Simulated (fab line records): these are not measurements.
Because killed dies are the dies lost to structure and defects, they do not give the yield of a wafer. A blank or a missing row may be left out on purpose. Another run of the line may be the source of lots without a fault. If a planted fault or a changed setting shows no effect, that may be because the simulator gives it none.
fab line records	flow n5-finfet
record: lots: 6	wafers: 18	last-day: 14
route steps=1938 shown HKMG_FIN@434 GATE_CUT@465 PASSIVATION@1936
lots with no fault: from the same line, run without faults
start-h: the number of hours between the record's first day and the start of the first shown wafer of the lot	wait-h: hours since the lot's step before	" unchanged from the row above	L1.1+2: a row that stands for several wafers	- no value, or no start given	* or withheld: withheld	< > ~ a bound
route shown NAME@n: names a module that has steps shown in the file, with the first one's number in the route	usual: the fault-free wafers' mean and standard deviation	same: alike in all rows	chamber/n: place in a boat	sites: each site's reading	_std_site: standard deviation across them	_edge_site: inner sites' mean taken away from outer sites' mean	radius-mm: how far each site lies from the wafer's centre	mask NAME#n: copy n	behind: the tool/chamber that last shaped the wafer	hold: cause of the lot's hold/its duration in hours/its outcome	device: transistor that didn't switch, given as n, p or np	end of line: the tests these same wafers got at the end of their route	step lacking rows: just its recipe	killed: dies lost to structure and defects at the first sort, not the wafer's yield	map: the dies of a wafer, with x for killed, . for not killed, _ for no die there
set.NAME: setting as actually run; set.NAME@STEP: the setting as run at that earlier step	model.NAME: the simulator's own value behind a step, which no gauge read
lots seen at some steps along the route; tables by step, rows by wafer
services: when a tool's chamber went out of use (start-h, in hours from the record's first day, below 0 if earlier), for how many hours, and the reason
== steps ==
step: N5_HKMG_FIN_ETCH_31
recipe: chemistry: CF4	target: SiARC	target-depth-a: 455	mask-material: CAR-ArF	time-s: 75.8	ion-energy-ev: 80	pressure-mtorr: 40	source-w: 545	bias-w: 36	Ar_flow_sccm: 100	cf4-flow-sccm: 100	ends: cleared
step: N5_HKMG_FIN_ETCH_32
recipe: chemistry: N2/H2	target: SOC	target-depth-a: 2400	temp-c: 40	time-s: 300	ion-energy-ev: 200	mask-material: SiARC	pressure-mtorr: 30	source-w: 840	bias-w: 150	n2-flow-sccm: 200	h2-flow-sccm: 200
step: N5_HKMG_FIN_STRIP_33
recipe: chemistry: N2/H2	temp-c: 40	n2-flow-sccm: 200	h2-flow-sccm: 200	rf-frequency-hz: 6e+07
step: N5_HKMG_FIN_STRIP_34
recipe: chemistry: CF4	resist: SiARC	power-w: 300	bias-power-w: 75	pressure-mtorr: 50	cf4-flow-sccm: 150	rf-frequency-hz: 6e+07
step: N5_HKMG_FIN_ETCH_35
recipe: chemistry: N2/H2	target: SOC	target-depth-a: 2158	ion-energy-ev: 65	bias-w: 5	source-w: 3000	time-s: 243.4	pressure-mtorr: 30	n2-flow-sccm: 200	h2-flow-sccm: 200
step: N5_HKMG_FIN_STRIP_92
recipe: chemistry: N2/H2	material: SOC	time-s: 20	power-w: 500	temp-c: 40	pressure-mtorr: 50	rf-frequency-hz: 6e+07	bias-power-w: 8	h2-frac: 0.5	n2-flow-sccm: 300	h2-flow-sccm: 300
usual: drypump-motor-current-A: 5.7/0.38	oes-product-au: 0.75/0.075	rf-vpp-V: 54.3/0.87	showerhead-plenum-p-Torr: 3.34/0.1	throttle-valve-pct: 19.15/0.19
lot.wafer	tool	chamber	start-h	wait-h	drypump-motor-current-A	oes-product-au	rf-hours-counter-h	rf-vpp-V	showerhead-plenum-p-Torr	throttle-valve-pct
L115.1	rie-diel-06	2	76.51	0.1	5.3	0.75	178	55.2	3.21	19.25
L115.5	"	2	"	"	5.3	0.75	-	54.1	3.21	19.27
L115.6	"	3	"	"	6.0	0.72	-	53.2	3.33	19.24
L116.1	rie-diel-06	2	80.66	0.1	5.3	0.75	179	52.7	3.21	19.27
L116.2	"	3	"	"	5.9	0.71	203	54.8	3.33	19.24
L116.4	"	0	"	"	5.9	0.71	232	54.6	3.43	19.15
L120.1	rie-diel-02	3	105.66	0.1	5.8	0.90	29	53.4	3.55	18.93
L120.2	"	1	"	"	5.5	0.74	179	53.7	3.49	19.08
L120.4	"	0	"	"	5.3	0.92	15	54.3	3.44	19.10
L121.2	rie-diel-04	0	111.77	0.1	6.2	0.81	82	53.5	3.25	18.57
L121.3	"	1	"	"	5.4	0.94	30	53.7	3.42	19.26
L121.6	"	0	"	"	6.1	0.80	-	53.8	3.25	18.57
L124.1	rie-diel-02	0	128.56	0.1	5.3	0.91	25	55.0	3.43	19.10
L124.2	"	3	"	"	5.8	0.88	38	54.7	3.55	18.95
L124.3	"	2	"	"	5.0	0.73	181	54.0	3.33	19.17
L129.3	rie-diel-06	3	160.27	0.1	5.9	0.69	241	54.0	3.31	19.31
L129.5	"	0	"	"	6.0	0.68	-	54.0	3.41	19.23
L129.6	"	3	"	"	6.0	0.69	-	54.5	3.31	19.31
step: N5_HKMG_FIN_WET_ETCH_18
recipe: chemistry: SC1	target: TiN	mix: 1:1:5	temp-c: *	time-s: 55	target-depth-nm: 5.2	dry: ipa-marangoni	rinse-time-s: 30	rinse-temp-c: 23
step: N5_HKMG_FIN_STRIP_19
recipe: chemistry: N2/H2	power-w: 2500	temp-c: 300	h2-frac: 0.65	time-s: 360	pressure-mtorr: withheld	n2-flow-sccm: 1750	h2-flow-sccm: 3250
usual: drypump-motor-current-A: 6.0/0.48	heater-power-w: 472/29
lot.wafer	tool	chamber	start-h	wait-h	drypump-motor-current-A	heater-power-w	rf-hours-counter-h
L115.1	plasma-asher-02	0	76.65	0.0	6.2	452	99
L115.5	"	0	"	"	6.2	471	-
L115.6	"	1	"	"	5.4	445	-
L116.1	plasma-asher-01	0	80.81	0.0	6.3	543	35
L116.2	"	1	"	"	6.6	476	35
L116.4	"	1	"	"	6.6	495	-
L120.1	plasma-asher-02	1	105.81	0.0	5.3	442	105
L120.2	"	0	"	"	6.3	459	105
L120.4	"	1	"	"	5.4	448	-
L121.2	plasma-asher-02	0	111.92	0.0	6.3	463	106
L121.3	"	0	"	"	6.3	459	-
L121.6	"	1	"	"	5.4	449	-
L124.1	plasma-asher-01	0	128.70	0.0	6.2	536	45
L124.2	"	1	"	"	6.6	474	45
L124.3	"	1	"	"	6.6	473	-
L129.3	plasma-asher-02	0	160.54	0.1	6.3	460	-
L129.5	"	1	"	"	5.4	453	-
L129.6	"	0	"	"	6.3	461	-
step: N5_HKMG_FIN_ALD_91
recipe: material: TiN	target-thk-a: 10	temp-c: 400	ald-precursor-family: TiCl4	ald-co-reactant: NH3	pulse-time-s: 1	purge-time-s: 3	co-reactant-purge-time-s: 2	co-reactant-pulse-time-s: 2	ald-cycles: 47	pressure-torr: 3
usual: heater-power-w: 870/72	precursor-pulse-height-rel: 0.999/0.02
same: co-reactant-pulse-time-s: 2	co-reactant-purge-time-s: 2
lot.wafer	tool	chamber	start-h	wait-h	heater-power-w	precursor-pulse-height-rel
L115.1	ald-metal-01	3	77.04	0.3	931	0.986
L115.5	"	3	"	"	913	0.973
L115.6	"	2	"	"	953	1.004
L116.1	ald-metal-01	0	81.20	0.3	907	0.996
L116.2	"	1	"	"	1024	0.999
L116.4	"	2	"	"	949	0.978
L120.1	ald-metal-03	3	106.19	0.3	848	1.007
L120.2	"	2	"	"	848	0.994
L120.4	"	0	"	"	895	0.988
L121.2	ald-metal-04	0	112.30	0.3	773	1.005
L121.3	"	2	"	"	864	1.006
L121.6	"	3	"	"	741	1.021
L124.1	ald-metal-03	3	129.09	0.3	834	0.985
L124.2	"	0	"	"	920	1.017
L124.3	"	1	"	"	927	1.013
L129.3	ald-metal-04	0	160.80	0.1	784	0.999
L129.5	"	3	"	"	742	1.013
L129.6	"	0	"	"	766	1.010
step: N5_HKMG_FIN_COAT_85
recipe: resist: SOC	temp-c: 250	time-s: 60	spin-rpm: 1500	resist-thk-nm: 300
step: N5_HKMG_FIN_ETCH_86
recipe: chemistry: N2/H2	target: SOC	target-depth-a: 3932	stop-on: TiN	ion-energy-ev: 100	bias-w: 61	pressure-mtorr: 30	source-w: 850	n2-flow-sccm: 200	h2-flow-sccm: 200
step: N5_HKMG_FIN_STRIP_89
recipe: chemistry: N2/H2	material: SOC	time-s: 20	power-w: 500	temp-c: 40	pressure-mtorr: 50	rf-frequency-hz: 6e+07	bias-power-w: 8	h2-frac: 0.5	n2-flow-sccm: 300	h2-flow-sccm: 300
step: N5_HKMG_FIN_WET_ETCH_87
recipe: chemistry: SC1	target: TiN	mix: 1:2:40	temp-c: 50	time-s: 154.2	target-depth-nm: 4.7	dry: ipa-marangoni	rinse-time-s: 30	rinse-temp-c: 23
lot.wafer	tool	chamber	start-h	wait-h
L115.1+5+6	wet-bench-06	7,1,2	77.54	0.1
L116.1+2+4	wet-bench-03	1,6,5	81.69	0.1
L120.1+2+4	wet-bench-06	5,0,3	106.80	0.1
L121.2+3+6	wet-bench-02	0,6,3	112.82	0.1
L124.1+2+3	wet-bench-02	1,0,5	129.59	0.1
L129.3+5+6	wet-bench-02	7,3,0	161.30	0.1
step: N5_HKMG_FIN_STRIP_88
recipe: chemistry: N2/H2	power-w: 2500	temp-c: 300	h2-frac: 0.65	time-s: 360	pressure-mtorr: withheld	n2-flow-sccm: 1750	h2-flow-sccm: 3250
step: N5_HKMG_FIN_NWFM_ALD_20
recipe: material: TiAlC	target-thk-a: 20	temp-c: 300	ald-precursor-family: TiCl4	ald-co-reactant: TEA	pulse-time-s: 3	purge-time-s: 2	co-reactant-purge-time-s: 2	co-reactant-pulse-time-s: 10	ald-cycles: 7	pressure-torr: 3
usual: heater-power-w: 497/43	precursor-pulse-height-rel: 0.999/0.019
same: co-reactant-pulse-time-s: 10	co-reactant-purge-time-s: 2
lot.wafer	tool	chamber	start-h	wait-h	heater-power-w	precursor-pulse-height-rel
L115.1	ald-metal-04	0	78.01	0.3	427	0.973
L115.5	"	3	"	"	431	1.009
L115.6	"	0	"	"	431	0.987
L116.1	ald-metal-01	3	82.17	0.3	508	0.998
L116.2	"	2	"	"	513	1.027
L116.4	"	1	"	"	552	0.976
L120.1	ald-metal-01	3	107.28	0.3	515	0.964
L120.2	"	1	"	"	558	1.030
L120.4	"	0	"	"	513	0.980
L121.2	ald-metal-01	3	113.29	0.3	510	1.013
L121.3	"	2	"	"	535	0.984
L121.6	"	2	"	"	525	0.976
L124.1	ald-metal-03	1	130.07	0.3	541	0.999
L124.2	"	3	"	"	460	1.002
L124.3	"	0	"	"	504	1.028
L129.3	ald-metal-01	3	161.77	0.1	521	0.991
L129.5	"	1	"	"	554	0.998
L129.6	"	0	"	"	506	1.002
step: N5_HKMG_FIN_ALD_71
recipe: material: TiN	target-thk-a: 10	temp-c: 400	ald-precursor-family: TiCl4	ald-co-reactant: NH3	pulse-time-s: 1	purge-time-s: 3	co-reactant-purge-time-s: 2	co-reactant-pulse-time-s: 2	ald-cycles: 47	pressure-torr: 3
step: N5_HKMG_FIN_COAT_66
recipe: resist: SOC	temp-c: 250	time-s: 60	spin-rpm: 1500	resist-thk-nm: 300
step: N5_HKMG_FIN_ETCH_67
recipe: chemistry: N2/H2	target: SOC	target-depth-a: 3889	stop-on: TiN	ion-energy-ev: 100	bias-w: 61	pressure-mtorr: 30	source-w: 850	n2-flow-sccm: 200	h2-flow-sccm: 200
step: N5_HKMG_FIN_STRIP_90
recipe: chemistry: N2/H2	material: SOC	time-s: 20	power-w: 500	temp-c: 40	pressure-mtorr: 50	rf-frequency-hz: 6e+07	bias-power-w: 8	h2-frac: 0.5	n2-flow-sccm: 300	h2-flow-sccm: 300
step: N5_HKMG_FIN_WET_ETCH_73
recipe: chemistry: SC1	mix: 1:2:40	temp-c: 50	time-s: 42.3	target-depth-nm: 1.3	dry: ipa-marangoni	rinse-time-s: 30	rinse-temp-c: 23
step: N5_HKMG_FIN_ETCHBACK_68
recipe: chemistry: Cl2/Ar	stop-on: HfO2	target-depth-a: 5	pressure-mtorr: 10	icp-w: 600	bias-w: 60	Cl2_flow_sccm: 40	Ar_flow_sccm: 60
step: N5_HKMG_FIN_STRIP_69
recipe: chemistry: N2/H2	power-w: 2500	temp-c: 300	h2-frac: 0.65	time-s: 360	pressure-mtorr: withheld	n2-flow-sccm: 1750	h2-flow-sccm: 3250
step: N5_HKMG_FIN_ALD_21
recipe: material: TiN	target-thk-a: 15	temp-c: 400	ald-precursor-family: TiCl4	ald-co-reactant: NH3	pulse-time-s: 1	purge-time-s: 3	co-reactant-purge-time-s: 2	co-reactant-pulse-time-s: 2	ald-cycles: 68	pressure-torr: 3
step: N5_HKMG_FIN_ALD_72
recipe: material: W	target-thk-a: 20	temp-c: 300	pressure-torr: 7.5	ald-precursor-family: WF6	ald-co-reactant: B2H6	pulse-time-s: 1	purge-time-s: 2	co-reactant-purge-time-s: 2	co-reactant-pulse-time-s: 3	ald-cycles: 7
step: N5_HKMG_FIN_W_FILL_22
recipe: material: W	target-thk-a: 600	temp-c: 400	pressure-torr: 39.4	time-s: 18.2
step: N5_HKMG_FIN_PRECLEAN_83
recipe: chemistry: DIW	time-s: 57.5	temp-c: 23
step: N5_HKMG_FIN_SRD_84
recipe: dry-time-s: 32	dry: n2-spin	spin-rpm: 1500
step: N5_HKMG_FIN_CMP_23
recipe: stop-on: SiNx	t-overpolish-s: 10	post-cmp-clean: rinse-only	down-force-psi: 4	platen-rpm: 50.289	pad-velocity-m-s: 1.0006	target-thk-nm: 46.326
step: N5_HKMG_FIN_CMP_94
recipe: stop-on: SiNx	post-cmp-clean: w-dilute-nh4oh	t-overpolish-s: 4.7	down-force-psi: 4	platen-rpm: 50.289	pad-velocity-m-s: 1.0006	target-thk-nm: 43.299
step: N5_GATE_CUT_ETCHBACK_00
recipe: chemistry: SF6/Cl2	target: W	pressure-mtorr: 8	icp-w: 900	bias-w: 80	SF6_flow_sccm: 40	Cl2_flow_sccm: 60
step: N5_GATE_CUT_ETCH_56
recipe: chemistry: Cl2/Ar	target: TiN	target-depth-a: 216	pressure-mtorr: 10	icp-w: 600	bias-w: 60	Cl2_flow_sccm: 40	Ar_flow_sccm: 60
usual: drypump-motor-current-A: 5.8/0.39	oes-product-au: 0.77/0.11	throttle-valve-pct: 20.90/0.26
lot.wafer	tool	chamber	start-h	wait-h	drypump-motor-current-A	oes-product-au	rf-hours-counter-h	throttle-valve-pct
L115.1	rie-metal-02	1	80.60	0.1	5.3	0.80	32	21.18
L115.5	"	0	"	"	5.9	0.66	-	21.01
L115.6	"	1	"	"	5.3	0.80	-	21.18
L116.1	rie-metal-03	1	85.08	0.1	5.7	0.60	142	20.54
L116.2	"	0	"	"	5.8	0.75	63	21.11
L116.4	"	0	"	"	5.8	0.75	-	21.11
L120.1	rie-metal-03	1	109.86	0.1	5.7	0.60	144	20.56
L120.2	"	0	"	"	5.8	0.73	65	21.14
L120.4	"	1	"	"	5.7	0.59	-	20.58
L121.2	rie-metal-02	0	116.02	0.1	5.9	0.65	95	21.02
L121.3	"	0	"	"	5.9	0.65	-	21.02
L121.6	"	1	"	"	5.3	0.79	-	21.18
L124.1	rie-metal-03	0	132.90	0.2	5.8	0.73	68	21.14
L124.2	"	0	"	"	5.7	0.73	-	21.12
L124.3	"	0	"	"	5.7	0.74	-	21.12
L129.3	rie-metal-01	0	164.39	0.1	5.4	0.90	-	20.78
L129.5	"	1	"	"	6.4	0.70	-	20.91
L129.6	"	0	"	"	5.4	0.89	-	20.77
step: N5_GATE_CUT_ETCHBACK_30
recipe: chemistry: Cl2/Ar	target: TiN	target-depth-a: 30	mode: isotropic	pressure-mtorr: 10	icp-w: 600	bias-w: 60	Cl2_flow_sccm: 40	Ar_flow_sccm: 60
step: N5_GATE_CUT_VAPOR_ETCH_60
recipe: chemistry: BCl3/Cl2	target: HfO2	mode: isotropic
step: N5_GATE_CUT_ETCH_58
recipe: chemistry: CH3F/O2	target: SiNx	target-depth-a: 170	time-s: 128.6	ion-energy-ev: 50	pressure-mtorr: 30	source-w: 415	bias-w: 21	Ar_flow_sccm: 150	CH3F_flow_sccm: 30	O2_flow_sccm: 20
step: N5_GATE_CUT_STRIP_59
recipe: chemistry: N2/H2	time-s: 20	power-w: 100	temp-c: 40	pressure-mtorr: 100	rf-frequency-hz: 6e+07	bias-power-w: 3	n2-flow-sccm: 300	h2-flow-sccm: 300
step: N5_GATE_CUT_PRECLEAN_31
recipe: temp-c: 23	chemistry: DIW	time-s: 300
step: N5_GATE_CUT_SRD_32
recipe: time-s: 30	temp-c: 23	rinse-liquid: diw	dry: ipa-marangoni
step: N5_GATE_CUT_SAC_CAP_01
recipe: material: SiNx	target-thk-a: 240	temp-c: 400	ald-precursor-family: SiH2I2	ald-co-reactant: N2/H2-plasma	pulse-time-s: 1	ald-cycles: 480	purge-time-s: 2	co-reactant-purge-time-s: 2	pressure-torr: 2
step: N5_GATE_CUT_PECVD_57
recipe: material: SiNx	target-thk-a: 210	temp-c: 400	precursor: SiH4/NH3/N2	pressure-torr: 1.5	rf-w: 300
step: N5_GATE_CUT_CMP_02
recipe: stop-on: SiO2	t-overpolish-s: 12.7	post-cmp-clean: alkaline-brush	down-force-psi: 2.5	platen-rpm: 51.8	pad-velocity-m-s: 1.0307	target-thk-nm: 0
step: N5_PASSIVATION_PROBE_49
usual: defect-limited-yield: 91.5/1.5	killed_at_M0_to_M3: 32/9.4	killed_at_M4_up: 12/5.1	killed-at-contacts: 11/7.4	killed-at-front-end: 41/11	killed-at-other: 3.4/2.5	killed-dies: 100/17	killed-open: 65/14	killed-short: 33/7	sort_bin_5_function: 4.9/0.96	sort_bin_6_memory: 3.1/0.7	sort-n-pass: 1080/17	sort-yield-pct: 91.5/1.5
same: gross-dies: 1180	killed-at-back-side: 0	sort_bin_4_leakage[%]: 0	sort_bin_8_speed[%]: 0
lot.wafer	tool	chamber	start-h	wait-h	defect-limited-yield[%]	killed_at_M0_to_M3	killed_at_M4_up	killed-at-contacts	killed-at-front-end	killed-at-other	killed-dies	killed-open	killed-short	sort_bin_5_function[%]	sort_bin_6_memory[%]	sort-n-pass	sort-yield-pct[%]
L124.1	prober-02	-	300.69	0.0	84.2	23	4	6	154	0	187	46	21	11.1	3.3	993	84.2
L124.2	prober-02	-	300.74	0.1	85.1	16	11	21	126	2	176	45	33	8.8	3.6	1004	85.1
L124.3	prober-02	-	300.79	0.1	83.4	25	9	10	151	1	196	49	25	10.8	3.7	984	83.4
L129.3	prober-02	-	339.84	0.1	84.0	14	4	11	160	0	189	30	38	10.4	3.3	991	84.0
L129.5	prober-02	-	339.94	0.2	81.4	33	16	1	167	2	219	58	33	11.4	5.2	961	81.4
L129.6	prober-02	-	339.99	0.3	86.3	22	8	5	127	0	162	33	32	9.3	3.1	1018	86.3
killed by level:class
L124.1 HKMG_FIN:unspecified=118 DUMMY_GATE:geometric-particle:open=12 BEOL_M2:geometric-particle:open=6 FIN_SAQP:geometric-particle:short=5 MOL_CONTACT_COAG:geometric-particle:open=5 BEOL_M0_SAQP:geometric-particle:open=4 BEOL_M1:geometric-particle:open=4 STI_FIN_REVEAL:geometric-particle:open=3
L124.2 HKMG_FIN:unspecified=98 MOL_CONTACT_COAG:geometric-particle:open=17 GATE_CUT:geometric-particle:short=9 BEOL_M0_SAQP:geometric-particle:short=6 MOL_CONTACT_COAG:geometric-particle:short=4 BEOL_M7:geometric-particle:open=4 STARTING-WAFER:geometric-particle:short=4 STI_FIN_REVEAL:geometric-particle:open=3
L124.3 HKMG_FIN:unspecified=119 MOL_CONTACT_COAG:geometric-particle:open=10 BEOL_M0_SAQP:geometric-particle:open=8 STARTING-WAFER:geometric-particle:short=6 FIN_SAQP:geometric-particle:open=4 BEOL_M0_SAQP:geometric-particle:short=4 BEOL_M1:geometric-particle:open=4 BEOL_M3:geometric-particle:open=4
L129.3 HKMG_FIN:unspecified=120 MOL_CONTACT_COAG:geometric-particle:open=9 FIN_SAQP:geometric-particle:short=7 BEOL_M0_SAQP:geometric-particle:short=6 STARTING-WAFER:geometric-particle:short=6 SPACER0:geometric-particle:short=5 GATE_CUT:geometric-particle:short=5 STI_FIN_REVEAL:geometric-particle:open=4
L129.5 HKMG_FIN:unspecified=125 FIN_SAQP:geometric-particle:short=10 BEOL_M4:geometric-particle:open=8 GATE_CUT:geometric-particle:short=8 BEOL_M1:geometric-particle:open=8 BEOL_M2:geometric-particle:open=7 BEOL_M3:geometric-particle:open=7 GATE_CUT:geometric-particle:open=6
L129.6 HKMG_FIN:unspecified=96 BEOL_M0_SAQP:geometric-particle:short=6 FIN_SAQP:geometric-particle:open=5 SPACER0:geometric-particle:short=5 MOL_CONTACT_COAG:geometric-particle:open=5 STARTING-WAFER:geometric-particle:short=5 BEOL_M2:geometric-particle:open=5 FIN_SAQP:geometric-particle:short=4
map L124.3 (x killed, . not)
_________________....xxxx....________________
______________.......xx.xxx.x.xx_____________
___________....x....xxxxxxxxxxxx...__________
__________.........xxxxxxxxxxxx.x.xx_________
________.........xx.xxxxxxxxxxxxx....._______
_______..........x.xxxxxxxxxxxxx...x...______
______...........xxxxxxxxxxxxxxx......x._____
_____.............xxxxxxxxxxxxxx......x..____
____............x.xx.xxxxxxxxxxx..x.......___
___...x.............xx.xxxxxx.x......x.....__
___....................xxxxxxxx............__
__.............x...x........................_
__............x.............x..............._
_...x........................x...xx..........
_..................x.............x...........
_....x...x.x..xx.............................
_....x.......x.................x.............
_.........x.........................x.x.....x
_.........................xx..........x..x..x
_............................................
_.......................................x....
__....x...........................x.x...x..._
__................................xx..x..x.._
___....x..................x..xx............__
___...x..............................x.....__
____......................................___
_____..x..xx...x........x................____
______.....................x.x.........._____
_______.......x..x.......x.............______
________.........xx..................._______
__________....x.x.......x....x......_________
___________....................x...__________
______________....x............._____________
_________________...........x________________
map L129.5 (x killed, . not)
_________________.x........x.________________
______________.........x....x..x_____________
___________....x..x.x....x...x.....__________
__________........xx.x...x.x.....x.._________
________.x..xx...x.x....x..x.........._______
_______.x...xx.xxx.xxx.................______
______....x.xxxxxxxxxx....x.x..........._____
_____...x.x.xxxxxxxxxxxx...x.............____
____...x..xxxxxxxxxxxxx.xx................___
___.....xxxxxxxxxxxxxxxxx..x...............__
___.....xx.xxxxxxxxxxx.x.x...........x.x.x.__
__.......xxxxxxxxxxxxxx....................._
__.........xxxxxxxxxx.x................x...._
_.....x...x..xxxxxxx.x.x.....................
_......x.....x..xxx..........x..x....x.......
_...........x..xxx........................x..
_....x..x......x........x.........x.....x....
_.x.........x.....x..........x......x.....x..
_.........................................x..
_x..........x.............x..................
_........................x.............x.....
__...x....xx.......x..x............x........_
__..x..x..........................x........._
___.x..xx...x........xxx..............x....__
___.........x.....................x.....x..__
____.........x............................___
_____.....x............x.x.....x.........____
______.x..................x............._____
_______.....x..........x...x...........______
________..x.........x................._______
__________.x...............x.......x_________
___________..........x.............__________
______________x................._____________
_________________...x...x....________________
== services ==
tool	chamber	start-h	hours	kind
rie-diel-02	3	55.90	7.6	repair
rie-metal-01	0	73.80	-	clean
rie-metal-01	0	73.80	20.9	scheduled-down
rie-diel-02	0	75.70	2.6	repair
ald-metal-04	1	75.93	50.9	repair
ald-metal-03	-	81.16	8.7	pm
rie-diel-06	2	87.77	25.7	repair
rie-diel-06	1	88.98	2.9	repair
rie-diel-02	3	89.46	1.7	repair
rie-diel-06	1	102.88	93.9	repair
ald-metal-03	-	107.55	2.7	repair
rie-diel-04	3	109.30	9.0	repair
ald-metal-04	-	112.81	1.2	repair
rie-metal-01	-	113.60	0.4	repair
rie-metal-03	1	120.69	-	clean
rie-metal-03	1	120.69	21.9	scheduled-down
rie-metal-03	1	120.69	21.9	vent-cycle
wet-bench-02	-	130.13	4.9	repair
wet-bench-06	-	131.07	1.0	repair
ald-metal-04	2	138.76	13.6	repair
ald-metal-04	-	144.26	2.8	pm
ald-metal-04	3	148.09	3.3	repair
rie-metal-02	-	150.85	2.8	pm
rie-diel-02	1	162.23	15.8	repair
== key ==
first-sign: step: N5_PASSIVATION_PROBE_49	reading: killed-at-front-end	direction: up	sigmas: 9.9	usual: 41	struck: 148
effect: step: N5_PASSIVATION_PROBE_49	reading: defect-limited-yield	direction: down	sigmas: 5.1	usual: 91.5	struck: 84.1
more-kills-born-at: N5_HKMG_FIN_WET_ETCH_87@wet-bench-02: 676
met-at N5_HKMG_FIN_WET_ETCH_87
struck-wafers L124.1,L124.2,L124.3,L129.3,L129.5,L129.6
onset-between 112.82 129.59
also-fits time
fault: kind: chamber-particle-source	tool: wet-bench-02	chamber: -	onset-h: 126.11	steps: N5_HKMG_FIN_WET_ETCH_87	rate-per-visit-cm2: 0.73754	end-h: 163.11
